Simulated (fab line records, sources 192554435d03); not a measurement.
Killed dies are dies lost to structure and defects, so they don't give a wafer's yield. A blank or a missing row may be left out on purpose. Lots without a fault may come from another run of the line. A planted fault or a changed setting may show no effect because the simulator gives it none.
Chamber matching | flow n5_finfet | N5_BEOL_M0_SAQP_ALD_48 on ald_sin-04: 4 sister chambers
The step deposits SiO2, target thk 20 nm, pulse time 1 s, co reactant pulse time 1 s. 16 wafers are shown with their chamber, then 8 later ones without.

WAFERS WITH THEIR CHAMBER
wafer  | chamber | heater_power_w (W) | precursor_pulse_height_rel
L075.2 | 3       | 66                 | 1.021
L075.3 | 2       | 59                 | 1.029
L075.4 | 1       | 75                 | 1.009
L076.1 | 3       | 69                 | 0.999
L076.3 | 0       | 81                 | 1.021
L076.5 | 0       | 82                 | 0.999
L079.1 | 2       | 56                 | 0.998
L079.4 | 3       | 64                 | 0.980
L079.6 | 2       | 59                 | 1.053
L081.3 | 3       | 68                 | 1.028
L081.5 | 0       | 80                 | 0.966
L081.6 | 3       | 66                 | 1.033
L084.1 | 3       | 67                 | 0.989
L084.2 | 1       | 73                 | 1.010
L084.4 | 2       | 58                 | 1.037
L087.1 | 1       | 73                 | 0.980

SIGNATURES (means of the wafers above)
reading                    | chamber 0 | chamber 1 | chamber 2 | chamber 3 | scatter within a chamber
heater_power_w             | 81.00     | 73.67     | 58.00     | 66.67     | 1.47
precursor_pulse_height_rel | 0.99533   | 0.99967   | 1.02925   | 1.00833   | 0.0226
Rule: a wafer's distance from a chamber is the root of the sum, over the readings, of the square of ((its reading less the chamber's mean) divided by the reading's scatter). The wafer belongs to the nearest chamber; if the next one is less than 2 further off, it can't be placed. The scatter: the root of (the sum of the squares of (reading less its chamber's mean) over the shown wafers, divided by (wafers less chambers)).

WAFERS WITHOUT THEIR CHAMBER
wafer  | heater_power_w (W) | precursor_pulse_height_rel
L087.3 | 68                 | 0.990
L087.5 | 81                 | 1.014
L093.2 | 73                 | 0.981
L093.4 | 67                 | 0.989
L093.6 | 72                 | 1.001
L094.1 | 82                 | 1.000
L094.5 | 83                 | 1.015
L094.6 | 68                 | 0.998

WHICH CHAMBER EACH WENT THROUGH
wafer  | from the rows above | in truth
L087.3 | 3                   | 3
L087.5 | 0                   | 0
L093.2 | 1                   | 1
L093.4 | 3                   | 3
L093.6 | 1                   | 1
L094.1 | 0                   | 0
L094.5 | 0                   | 0
L094.6 | 3                   | 3
Placed correctly: 8 of 8. Can't be placed from these rows: 0. Placed wrongly: 0.
